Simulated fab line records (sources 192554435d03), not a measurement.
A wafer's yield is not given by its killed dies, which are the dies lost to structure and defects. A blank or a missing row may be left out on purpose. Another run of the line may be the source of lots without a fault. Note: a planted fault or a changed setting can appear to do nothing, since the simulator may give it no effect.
fab line records	flow n5_finfet
[record] lots = 7	wafers = 21
route steps=1938 shown SD_EPI_N@279 SDB@373 HKMG_FIN@406 GATE_CUT@484 MOL_CONTACT_COAG@595 BEOL_M0_SAQP@647
start_h: the number of hours between the record's first day and the start of the first shown wafer of the lot	wait_h: hours elapsed since this lot's preceding step	" as in the row above	L1.1+2: one row covering several wafers at once	- no value present, or no start provided	* or withheld: withheld	< > ~ a bound
route shown NAME@n: names a module that has steps shown in the file, with the first one's number in the route	usual: the fault-free wafers' mean and standard deviation	same: alike in all rows	chamber/n: place in a boat	sites: per-site readings	_std_site: their standard deviation	_edge_site: outer sites' mean less inner sites'	radius_mm: how far each site lies from the wafer's centre	mask NAME#n: copy n	behind: the last tool/chamber to shape the wafer	hold: why the lot went on hold/how many hours it stayed there/how the hold came to an end	device: the n, p or np transistor that did not switch	end of line: the same wafers' tests at the end of the route	for a step that has no rows: nothing shown but its recipe	killed: dies that structure and defects cost at the first sort, which is not the same as the wafer's yield	map: per-die view of a wafer (x killed, . not killed, _ where there is no die)
set.NAME: setting as actually run; set.NAME@STEP: the setting as run at that earlier step	model.NAME: the simulator's own value behind a step, which no gauge read
one table per step and one row per wafer, for lots whose settings were changed on purpose
[[steps]]
[step N5_SD_EPI_N_ETCH_16]
[recipe] chemistry = CHF3/O2	target = SiO2	target_depth_a = 50	mask_material = SOC	pressure_mtorr = 30	source_w = 650	bias_w = 170	Ar_flow_sccm = 200	CHF3_flow_sccm = 50	O2_flow_sccm = 5	ion_energy_ev = 200
lot.wafer	tool	chamber	start_h	wait_h	set.target_depth_a	set.dose_mj@SD_EPI_N_EXPOSE_06	model.SD_EPI_N.cd_nm	model.etch.depth_nm
L075.1	rie_diel-03	0	56.87	0.1	50	39.75	119.4	4.947
L075.3	"	3	"	"	50	39.75	120.6	4.945
L075.6	"	2	"	"	50	39.75	120.8	5.058
L077.1	rie_diel-04	1	67.32	0.1	50	39.75	122.4	5.073
L077.2	"	0	"	"	50	39.75	120.6	4.928
L077.5	"	0	"	"	53.43	39.75	119.2	5.249
L080.4	rie_diel-01	3	85.21	0.1	50	39.75	119.6	5.082
L080.5	"	2	"	"	50	39.75	119.4	5.072
L080.6	"	3	"	"	50	39.75	120.4	5.099
L082.1	rie_diel-03	3	100.96	0.1	50	39.75	118.8	5.011
L082.2	"	0	"	"	50	41.91	123.4	5.133
L082.4	"	1	"	"	50	41.91	122.2	4.991
L083.1	rie_diel-03	3	107.85	0.1	44.89	39.75	121.8	4.467
L083.4	"	2	"	"	50	39.75	120.4	5.071
L083.6	"	2	"	"	50	41.44	123.2	5.081
L093.1	rie_diel-04	0	162.20	0.1	50	37.36	115.4	4.819
L093.3	"	3	"	"	55.97	39.75	120.2	5.46
L093.6	"	2	"	"	50	39.75	119.8	4.887
L097.2	rie_diel-04	1	186.65	0.1	50	39.75	118.8	5.053
L097.3	"	2	"	"	50	37.88	116.2	4.966
L097.4	"	3	"	"	50	39.75	120.8	4.931
[step N5_SD_EPI_N_STRIP_47]
[recipe] chemistry = CHF3/O2	resist = SiARC	rf_frequency_hz = 6e+07
[step N5_SD_EPI_N_SD_RECESS_17]
[recipe] chemistry = HBr/Cl2/O2	target_depth_a = 410	mask_material = SOC	time_s = 23.7	bt_time_s = 3	pressure_mtorr = 10	icp_w = 800	bias_w = 112	HBr_flow_sccm = 150	Cl2_flow_sccm = 80	O2_flow_sccm = 12
lot.wafer	tool	chamber	start_h	wait_h	set.dose_mj@SD_EPI_N_EXPOSE_06	model.SD_EPI_N.cd_nm
L075.1	rie_si-01	3	56.94	0.0	39.75	119.4
L075.3	"	0	"	"	39.75	120.6
L075.6	"	0	"	"	39.75	120.8
L077.1	rie_si-03	2	67.39	0.0	39.75	122.4
L077.2	"	1	"	"	39.75	120.6
L077.5	"	3	"	"	39.75	119.2
L080.4	rie_si-01	2	85.28	0.0	39.75	119.6
L080.5	"	2	"	"	39.75	119.4
L080.6	"	3	"	"	39.75	120.4
L082.1	rie_si-02	2	101.03	0.0	39.75	119
L082.2	"	1	"	"	41.91	123.4
L082.4	"	3	"	"	41.91	122.2
L083.1	rie_si-03	3	107.92	0.0	39.75	121.8
L083.4	"	2	"	"	39.75	120.4
L083.6	"	2	"	"	41.44	123.2
L093.1	rie_si-02	3	162.27	0.0	37.36	115.6
L093.3	"	1	"	"	39.75	120.2
L093.6	"	1	"	"	39.75	119.6
L097.2	rie_si-02	0	186.73	0.0	39.75	118.8
L097.3	"	3	"	"	37.88	116.2
L097.4	"	1	"	"	39.75	120.8
[step N5_SDB_ALD_29]
[recipe] material = SiNx	target_thk_a = 300	temp_c = 400	ald_precursor_family = SiH2I2	ald_co_reactant = N2/H2-plasma	pulse_time_s = 1	ald_cycles = 600	purge_time_s = 2	co_reactant_purge_time_s = 2	pressure_torr = 2
lot.wafer	tool	chamber	start_h	wait_h	set.ald_cycles	model.SiNx_of_SDB_ALD_29.thk_nm
L075.1+3+6	ald_sin-01	0,2,1	72.99	0.0	600	29.8
L077.1	ald_sin-02	0	85.70	0.0	699	35.4
L077.2	"	3	"	"	699	35.2
L077.5	"	1	87.05	1.4	600	30.2
L080.4+5	ald_sin-01	2,0	102.72	0.0	600	30
L080.6	"	1	104.07	1.4	600	30.2
L082.1	ald_sin-04	0	119.12	0.0	568	28.4
L082.2	"	1	"	"	600	30
L082.4	"	2	"	"	600	30.2
L083.1+6	ald_sin-04	2	126.17	0.0	600	30.2
L083.4	"	1	"	"	600	29.8
L093.1+6	ald_sin-04	2,0	182.04	0.0	600	30
L093.3	"	3	"	"	697	34.8
L097.2	ald_sin-02	0	204.45	0.0	600	30.2
L097.3	"	1	"	"	643	32.4
L097.4	"	0	205.81	1.4	600	30.4
[step N5_HKMG_FIN_ETCH_58]
[recipe] chemistry = N2/H2	target = SOC	target_depth_a = 2158	ion_energy_ev = 50	bias_w = 13	time_s = 741	pressure_mtorr = 30	source_w = 875	n2_flow_sccm = 200	h2_flow_sccm = 200
[usual] rf_vpp_V = 99.3/1
lot.wafer	tool	chamber	start_h	wait_h	set.source_w	rf_vpp_V	model.etch.depth_nm	model.HKMG_FIN.feature_depth_nm	model.SOC_of_HKMG_FIN_COAT_41.thk_nm
L075.1	rie_diel-01	1	78.30	0.0	1014	94.4	252.4	252.4	46.8
L075.3	"	3	"	"	1014	93.7	253.2	253.2	46.4
L075.6	"	1	"	"	1014	94.7	251.7	251.6	47.2
L077.1	rie_diel-01	2	90.84	0.0	999.6	94.1	237.4	237.4	64
L077.2	"	3	"	"	999.6	95.5	246.8	246.8	53.4
L077.5	"	3	"	"	875	100.7	219.4	219.4	81.4
L080.4	rie_diel-04	0	107.91	0.0	875	98.3	211.1	211.2	89
L080.5	"	3	"	"	875	100.0	213.8	213.8	87.4
L080.6	"	2	"	"	875	97.7	217	217	84
L082.1	rie_diel-01	1	124.09	0.0	875	98.6	221	221	77.2
L082.2	"	2	"	"	1015	94.3	247.4	247.4	51.8
L082.4	"	0	"	"	875	99.4	213.2	213.2	85.6
L083.1	rie_diel-01	1	131.31	0.0	875	99.6	223.9	223.8	75
L083.4	"	0	"	"	875	100.8	214.5	214.4	85.2
L083.6	"	0	"	"	875	98.9	215.2	215.2	83.2
L093.1	rie_diel-03	2	187.37	0.0	875	98.4	219.8	219.8	79.8
L093.3	"	0	"	"	875	99.0	216.7	216.8	83.2
L093.6	"	1	"	"	1025	94.7	242.5	242.6	57
L097.2	rie_diel-04	2	209.80	0.0	875	99.5	216.4	216.4	84.8
L097.3	"	0	"	"	875	98.5	211.4	211.4	89
L097.4	"	1	"	"	875	98.3	218.3	218.2	82
[step N5_GATE_CUT_EXPOSE_10]
[recipe] mask_id = GATE_CUT	na = 0.33	source_shape = annular	sigma_inner = 0.35	sigma_outer = 0.8	polarization = unpolarized	target_cd_nm = 20	dose_mj = 43.25
lot.wafer	tool	chamber	start_h	wait_h	mask	set.dose_mj
L075.1+3+6	euv_scanner-01	0	92.69	-	GATE_CUT#0	43.25
L077.1+5	euv_scanner-01	0	102.59	-	GATE_CUT#0	44.16
L077.2	"	0	"	"	GATE_CUT#0	43.25
L080.4+5+6	euv_scanner-02	0	119.27	-	GATE_CUT#0	43.25
L082.1+2+4	euv_scanner-02	0	135.83	-	GATE_CUT#0	43.25
L083.1	euv_scanner-01	0	143.98	-	GATE_CUT#0	43.25
L083.4+6	"	0	"	"	GATE_CUT#0	40.31
L093.1	euv_scanner-02	0	198.76	-	GATE_CUT#0	40.65
L093.3+6	"	0	"	"	GATE_CUT#0	43.25
L097.2+4	euv_scanner-01	0	220.78	-	GATE_CUT#0	43.25
L097.3	"	0	"	"	GATE_CUT#0	46.08
[step N5_GATE_CUT_PEB_11]
[recipe] peb_temp_c = 100	peb_time_s = 60	resist = CAR-EUV
[step N5_GATE_CUT_DEVELOP_12]
[recipe] develop_time_s = 30	developer = TMAH	resist = CAR-EUV	rinse_liquid = surfactant_rinse	dry = air_spin	dev_temp_c = 23
[step N5_GATE_CUT_CD_MEAS_13]
[recipe] target_cd_nm = 20	landing_energy_ev = 500	detector = se_inlens
[usual] cd_nm = 20.10/0.27
lot.wafer	tool	chamber	start_h	wait_h	set.dose_mj@GATE_CUT_EXPOSE_10	cd_nm
L075.1	cd_sem-03	0	92.82	-	43.25	20.04
L075.3	"	0	"	"	43.25	20.34
L075.6	"	0	"	"	43.25	20.38
L077.1	cd_sem-03	0	102.72	-	44.16	20.50
L077.2	"	0	"	"	43.25	20.36
L077.5	"	0	"	"	44.16	20.87
L080.4	cd_sem-03	0	119.39	-	43.25	20.08
L080.5	"	0	"	"	43.25	20.11
L080.6	"	0	"	"	43.25	19.93
L082.1	cd_sem-01	0	135.96	-	43.25	19.44
L082.2	"	0	"	"	43.25	19.69
L082.4	"	0	"	"	43.25	19.79
L083.1	cd_sem-01	0	144.11	-	43.25	19.85
L083.4	"	0	"	"	40.31	18.50
L083.6	"	0	"	"	40.31	18.22
L093.1	cd_sem-01	0	198.89	-	40.65	18.80
L093.3	"	0	"	"	43.25	20.21
L093.6	"	0	"	"	43.25	19.98
L097.2	cd_sem-03	0	220.91	-	43.25	20.00
L097.3	"	0	"	"	46.08	21.62
L097.4	"	0	"	"	43.25	20.23
[step N5_GATE_CUT_DESCUM_18]
[recipe] chemistry = O2	time_s = 7	source_power_w = 50	bias_power_w = 20	pressure_mtorr = 20	rf_frequency_hz = 2.712e+07	temp_c = 40	resist = CAR-EUV	o2_flow_sccm = 225
lot.wafer	tool	chamber	start_h	wait_h	set.dose_mj@GATE_CUT_EXPOSE_10	model.GATE_CUT.cd_nm
L075.1	rie_diel-02	0	92.95	0.0	43.25	20.2
L075.3	"	3	"	"	43.25	20.4
L075.6	"	3	"	"	43.25	20.6
L077.1+5	rie_diel-02	2	102.84	0.0	44.16	20.8
L077.2	"	0	"	"	43.25	20.6
L080.4+6	rie_diel-02	3,0	119.65	0.2	43.25	20.2
L080.5	"	3	"	"	43.25	20
L082.1	rie_diel-02	3	136.08	0.0	43.25	19.6
L082.2	"	0	"	"	43.25	20
L082.4	"	3	"	"	43.25	19.8
L083.1	rie_diel-06	1	144.24	0.0	43.25	20
L083.4	"	2	"	"	40.31	18.4
L083.6	"	1	"	"	40.31	18.2
L093.1	rie_diel-05	1	199.01	0.0	40.65	18.8
L093.3+6	"	2,1	"	"	43.25	20
L097.2	rie_diel-06	0	221.36	0.4	43.25	20.2
L097.3	"	3	"	"	46.08	21.6
L097.4	"	1	"	"	43.25	20.4
[step N5_GATE_CUT_ETCH_36]
[recipe] chemistry = CF4	target = SiARC	target_depth_a = 130	mask_material = CAR-EUV	time_s = 21.7	ion_energy_ev = 80	pressure_mtorr = 40	source_w = 545	bias_w = 36	Ar_flow_sccm = 100	cf4_flow_sccm = 100	ends = cleared
lot.wafer	tool	chamber	start_h	wait_h	set.cf4_flow_sccm	set.dose_mj@GATE_CUT_EXPOSE_10	model.GATE_CUT.cd_nm
L075.1	rie_diel-02	0	93.00	0.0	100	43.25	20.4
L075.3	"	3	"	"	118.8	43.25	20.4
L075.6	"	3	"	"	118.8	43.25	20.6
L077.1	rie_diel-02	2	102.90	0.0	91.42	44.16	20.8
L077.2	"	0	"	"	91.42	43.25	20.6
L077.5	"	2	"	"	91.42	44.16	21
L080.4+6	rie_diel-02	3,0	119.73	0.0	100	43.25	20.2
L080.5	"	3	"	"	100	43.25	20
L082.1	rie_diel-02	3	136.14	0.0	92.04	43.25	19.6
L082.2	"	0	"	"	92.04	43.25	20
L082.4	"	3	"	"	100	43.25	19.8
L083.1	rie_diel-06	1	144.29	0.0	100	43.25	19.8
L083.4	"	2	"	"	90.13	40.31	18.4
L083.6	"	1	"	"	100	40.31	18.2
L093.1	rie_diel-05	1	199.07	0.0	100	40.65	18.8
L093.3+6	"	2,1	"	"	116.7	43.25	20
L097.2	rie_diel-06	0	221.41	0.0	100	43.25	20
L097.3	"	3	"	"	105.6	46.08	21.6
L097.4	"	1	"	"	105.6	43.25	20
[step N5_GATE_CUT_ETCH_37]
[recipe] chemistry = N2/H2	target = SOC	target_depth_a = 600	overetch_a = 120	mask_material = SiARC	temp_c = 40	time_s = 90	ion_energy_ev = 200	pressure_mtorr = 30	source_w = 840	bias_w = 150	n2_flow_sccm = 200	h2_flow_sccm = 200
[step N5_GATE_CUT_STRIP_38]
[recipe] chemistry = N2/H2	temp_c = 40	n2_flow_sccm = 200	h2_flow_sccm = 200	rf_frequency_hz = 6e+07
[step N5_GATE_CUT_STRIP_39]
[recipe] chemistry = N2/H2	temp_c = 40	n2_flow_sccm = 200	h2_flow_sccm = 200	rf_frequency_hz = 6e+07
[step N5_GATE_CUT_HM_OPEN_40]
[recipe] chemistry = C4F6/O2	target = SiO2	mask_material = SiARC	target_depth_a = 1390	time_s = 85.1	ion_energy_ev = 250	pressure_mtorr = 30	source_w = 345	bias_w = 185	Ar_flow_sccm = 300	C4F6_flow_sccm = 10	O2_flow_sccm = 10	ends = cleared
lot.wafer	tool	chamber	start_h	wait_h	set.dose_mj@GATE_CUT_EXPOSE_10	model.GATE_CUT.cd_nm
L075.1+3	rie_diel-02	0,3	93.11	0.0	43.25	20.4
L075.6	"	3	"	"	43.25	20.6
L077.1	rie_diel-02	2	103.01	0.0	44.16	20.8
L077.2	"	0	"	"	43.25	20.6
L077.5	"	2	"	"	44.16	21
L080.4+6	rie_diel-02	3,0	119.91	0.0	43.25	20.4
L080.5	"	3	"	"	43.25	20.2
L082.1	rie_diel-02	3	136.25	0.0	43.25	19.8
L082.2	"	0	"	"	43.25	20.2
L082.4	"	3	"	"	43.25	20
L083.1	rie_diel-06	1	144.40	0.0	43.25	20
L083.4	"	2	"	"	40.31	18.6
L083.6	"	1	"	"	40.31	18.4
L093.1	rie_diel-05	1	199.18	0.0	40.65	19
L093.3	"	2	"	"	43.25	19.8
L093.6	"	1	"	"	43.25	20.2
L097.2	rie_diel-06	0	221.52	0.0	43.25	20
L097.3	"	3	"	"	46.08	21.6
L097.4	"	1	"	"	43.25	20.4
[step N5_GATE_CUT_STRIP_41]
[recipe] chemistry = CF4	resist = SiARC	power_w = 300	bias_power_w = 75	pressure_mtorr = 50	cf4_flow_sccm = 150	rf_frequency_hz = 6e+07
[step N5_GATE_CUT_STRIP_42]
[recipe] chemistry = O2	power_w = 400	temp_c = 40	pressure_mtorr = 30	rf_frequency_hz = 6e+07	bias_power_w = 0	overash_fraction = 0.3	o2_flow_sccm = 225
[step N5_GATE_CUT_CUT_ETCH_54]
[recipe] chemistry = Cl2/BCl3	target = TiN	mask_material = SiO2	target_depth_a = 967	pressure_mtorr = 10	icp_w = 1000	bias_w = 126	Cl2_flow_sccm = 53.25	bcl3_flow_sccm = 21.75	Ar_flow_sccm = 25	ends = cleared
[step N5_GATE_CUT_CUT_ETCH_55]
[recipe] chemistry = BCl3	target = HfO2	mask_material = SiO2	target_depth_a = 32	ion_energy_ev = 30	pressure_mtorr = 5	icp_w = 450	bias_w = 18	bcl3_flow_sccm = 80
[step N5_GATE_CUT_ETCH_47]
[recipe] chemistry = Cl2/BCl3	target = SiO2	target_depth_a = 100	pressure_mtorr = 10	icp_w = 1000	bias_w = 126	Cl2_flow_sccm = 53.25	bcl3_flow_sccm = 21.75	Ar_flow_sccm = 25
lot.wafer	tool	chamber	start_h	wait_h	set.dose_mj@GATE_CUT_EXPOSE_10	model.GATE_CUT.cd_nm
L075.1+3	rie_metal-02	0	93.49	0.0	43.25	20.8
L075.6	"	0	"	"	43.25	21.2
L077.1+5	rie_metal-02	0	103.54	0.1	44.16	21.4
L077.2	"	0	"	"	43.25	21
L080.4	rie_metal-01	1	120.55	0.1	43.25	20.8
L080.5	"	1	"	"	43.25	20.2
L080.6	"	1	"	"	43.25	20.6
L082.1	rie_metal-01	1	136.77	0.1	43.25	19.6
L082.2	"	1	"	"	43.25	20.2
L082.4	"	1	"	"	43.25	19.8
L083.1	rie_metal-02	1	144.78	0.0	43.25	20.6
L083.4	"	0	"	"	40.31	19.2
L083.6	"	0	"	"	40.31	19
L093.1	rie_metal-02	1	199.56	0.0	40.65	18.8
L093.3	"	1	"	"	43.25	19.8
L093.6	"	0	"	"	43.25	20.8
L097.2	rie_metal-03	0	221.90	0.0	43.25	20.4
L097.3	"	1	"	"	46.08	22
L097.4	"	0	"	"	43.25	20.8
[step N5_MOL_CONTACT_COAG_COAT_64]
[recipe] resist = underlayer	temp_c = 205	time_s = 60	spin_rpm = 1500	resist_thk_nm = 10
lot.wafer	tool	chamber	start_h	wait_h	set.spin_rpm	model.underlayer_of_MOL_CONTACT_COAG_COAT_64.thk_nm
L075.1+3+6	litho_track-05	0	-	-	1500	10
L077.1+5	litho_track-02	0	-	-	1500	10
L077.2	"	0	"	"	1431	10.4
L080.4+5+6	litho_track-05	0	-	-	1500	10
L082.1	litho_track-04	0	-	-	1500	10
L082.2+4	"	0	"	"	1581	9.8
L083.1	litho_track-04	0	-	-	1500	10
L083.4	"	0	"	"	1423	10.2
L083.6	"	0	"	"	1423	10.4
L093.1+3	litho_track-05	0	-	-	1500	10
L093.6	"	0	"	"	1638	9.6
L097.2+3+4	litho_track-04	0	-	-	1658	9.6
[step N5_MOL_CONTACT_COAG_COAT_34]
[recipe] resist = CAR-EUV	spin_rpm = 1500	resist_thk_nm = 40
[step N5_MOL_CONTACT_COAG_EBR_36]
[recipe] solvent = PGMEA	ebr_width_mm = 1.5
[step N5_MOL_CONTACT_COAG_DESCUM_45]
[recipe] chemistry = O2	time_s = 7	source_power_w = 50	bias_power_w = 20	pressure_mtorr = 20	rf_frequency_hz = 2.712e+07	temp_c = 40	resist = CAR-EUV	o2_flow_sccm = 225
[step N5_MOL_CONTACT_COAG_ETCH_65]
[recipe] chemistry = N2/H2	target = underlayer	target_depth_a = 130	mask_material = CAR-EUV	time_s = 10.4	ion_energy_ev = 200	pressure_mtorr = 30	source_w = 840	bias_w = 150	n2_flow_sccm = 200	h2_flow_sccm = 200	ends = cleared
lot.wafer	tool	chamber	start_h	wait_h	set.spin_rpm@MOL_CONTACT_COAG_COAT_64	model.etch.depth_nm
L075.1	rie_diel-01	0	109.16	0.0	1500	9.958
L075.3	"	3	"	"	1500	9.964
L075.6	"	2	"	"	1500	9.951
L077.1	rie_diel-04	0	118.57	0.0	1500	10.05
L077.2	"	2	"	"	1431	10.31
L077.5	"	2	"	"	1500	10.02
L080.4	rie_diel-03	2	135.24	0.0	1500	9.965
L080.5	"	3	"	"	1500	9.963
L080.6	"	0	"	"	1500	9.918
L082.1	rie_diel-01	0	152.10	0.0	1500	10.04
L082.2	"	2	"	"	1581	9.776
L082.4	"	1	"	"	1581	9.751
L083.1	rie_diel-03	3	160.29	0.0	1500	10.07
L083.4	"	1	"	"	1423	10.29
L083.6	"	1	"	"	1423	10.32
L093.1	rie_diel-01	1	217.56	0.0	1500	9.966
L093.3	"	2	"	"	1500	9.986
L093.6	"	2	"	"	1638	9.559
L097.2	rie_diel-01	3	237.47	0.0	1658	9.53
L097.3	"	0	"	"	1658	9.528
L097.4	"	0	"	"	1658	9.547
[step N5_BEOL_M0_SAQP_PEB_12]
[recipe] peb_temp_c = withheld	peb_time_s = 60	resist = CAR-ArF
lot.wafer	tool	chamber	start_h	wait_h	set.peb_time_s
L075.1+3	litho_track-01	0	115.14	0.1	60
L075.6	"	0	"	"	56.03
L077.1	litho_track-04	0	125.96	0.1	60
L077.2+5	"	0	"	"	70.22
L080.4+5+6	litho_track-01	0	141.94	0.0	60
L082.1+2	litho_track-01	0	158.69	0.1	60
L082.4	"	0	"	"	65.43
L083.1+4	litho_track-01	0	168.08	0.1	60
L083.6	"	0	"	"	68.55
L093.1	litho_track-01	0	224.61	0.1	60
L093.3+6	"	0	"	"	52.24
L097.2	litho_track-03	0	244.61	0.0	48.55
L097.3+4	"	0	"	"	60
[step N5_BEOL_M0_SAQP_DEVELOP_13]
[recipe] develop_time_s = 30	developer = TMAH	resist = CAR-ArF	dev_temp_c = 23	rinse_liquid = diw	dry = air_spin
[step N5_BEOL_M0_SAQP_CD_MEAS_14]
[recipe] target_cd_nm = 42.5	landing_energy_ev = 500	detector = se_inlens
[usual] cd_nm = 42.5/0.32
lot.wafer	tool	chamber	start_h	wait_h	set.peb_time_s@BEOL_M0_SAQP_PEB_12	cd_nm
L075.1	cd_sem-01	0	115.21	-	60	42.3
L075.3	"	0	"	"	60	42.2
L075.6	"	0	"	"	56.03	43.6
L077.1	cd_sem-02	0	126.02	-	60	42.6
L077.2	"	0	"	"	70.22	40.4
L077.5	"	0	"	"	70.22	40.5
L080.4	cd_sem-01	0	142.01	-	60	42.5
L080.5	"	0	"	"	60	42.2
L080.6	"	0	"	"	60	41.8
L082.1	cd_sem-02	0	158.76	-	60	42.6
L082.2	"	0	"	"	60	42.4
L082.4	"	0	"	"	65.43	41.5
L083.1	cd_sem-01	0	168.15	-	60	42.6
L083.4	"	0	"	"	60	42.4
L083.6	"	0	"	"	68.55	40.6
L093.1	cd_sem-02	0	224.67	-	60	42.4
L093.3	"	0	"	"	52.24	44.4
L093.6	"	0	"	"	52.24	44.9
L097.2	cd_sem-03	0	244.68	-	48.55	45.9
L097.3	"	0	"	"	60	43.3
L097.4	"	0	"	"	60	42.9
[[key]]
[split] step = N5_SD_EPI_N_ETCH_16	setting = target_depth_a	stated = 50	by = wafer
[response] step = N5_SD_EPI_N_ETCH_16	reading = model.etch.depth_nm	change = +0.0516	per = 1%	r = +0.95
[split] step = N5_SDB_ALD_29	setting = ald_cycles	stated = 600	by = wafer
[response] step = N5_SDB_ALD_29	reading = model.SiNx_of_SDB_ALD_29.thk_nm	change = +0.303	per = 1%	r = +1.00
[split] step = N5_HKMG_FIN_ETCH_58	setting = source_w	stated = 875	by = wafer
[response] step = N5_HKMG_FIN_ETCH_58	reading = rf_vpp_V	change = -0.304	per = 1%	r = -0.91
[response] step = N5_HKMG_FIN_ETCH_58	reading = model.etch.depth_nm	change = +1.63	per = 1%	r = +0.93
[response] step = N5_HKMG_FIN_ETCH_58	reading = model.HKMG_FIN.feature_depth_nm	change = +1.63	per = 1%	r = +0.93
[response] step = N5_HKMG_FIN_ETCH_58	reading = model.SOC_of_HKMG_FIN_COAT_41.thk_nm	change = -1.62	per = 1%	r = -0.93
[split] step = N5_GATE_CUT_EXPOSE_10	setting = dose_mj	stated = 43.25	by = wafer
[response] step = N5_GATE_CUT_CD_MEAS_13	reading = cd_nm	change = +0.219	per = 1%	r = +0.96
[response] step = N5_GATE_CUT_DESCUM_18	reading = model.GATE_CUT.cd_nm	change = +0.214	per = 1%	r = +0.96
[response] step = N5_GATE_CUT_ETCH_36	reading = model.GATE_CUT.cd_nm	change = +0.22	per = 1%	r = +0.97
[response] step = N5_GATE_CUT_HM_OPEN_40	reading = model.GATE_CUT.cd_nm	change = +0.201	per = 1%	r = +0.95
[response] step = N5_GATE_CUT_ETCH_47	reading = model.GATE_CUT.cd_nm	change = +0.225	per = 1%	r = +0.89
[split] step = N5_GATE_CUT_ETCH_36	setting = cf4_flow_sccm	stated = 100	by = wafer
response none clear
[split] step = N5_MOL_CONTACT_COAG_COAT_64	setting = spin_rpm	stated = 1500	by = wafer
[response] step = N5_MOL_CONTACT_COAG_COAT_64	reading = model.underlayer_of_MOL_CONTACT_COAG_COAT_64.thk_nm	change = -0.0505	per = 1%	r = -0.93
[response] step = N5_MOL_CONTACT_COAG_ETCH_65	reading = model.etch.depth_nm	change = -0.0485	per = 1%	r = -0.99
[split] step = N5_BEOL_M0_SAQP_PEB_12	setting = peb_time_s	stated = 60	by = wafer
[response] step = N5_BEOL_M0_SAQP_CD_MEAS_14	reading = cd_nm	change = -0.144	per = 1%	r = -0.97
split outside_this_file step=N5_SD_EPI_N_EXPOSE_06 setting=dose_mj
// split outside_this_file: this setting was split too, and the file shows its column; the key of that split is in another file
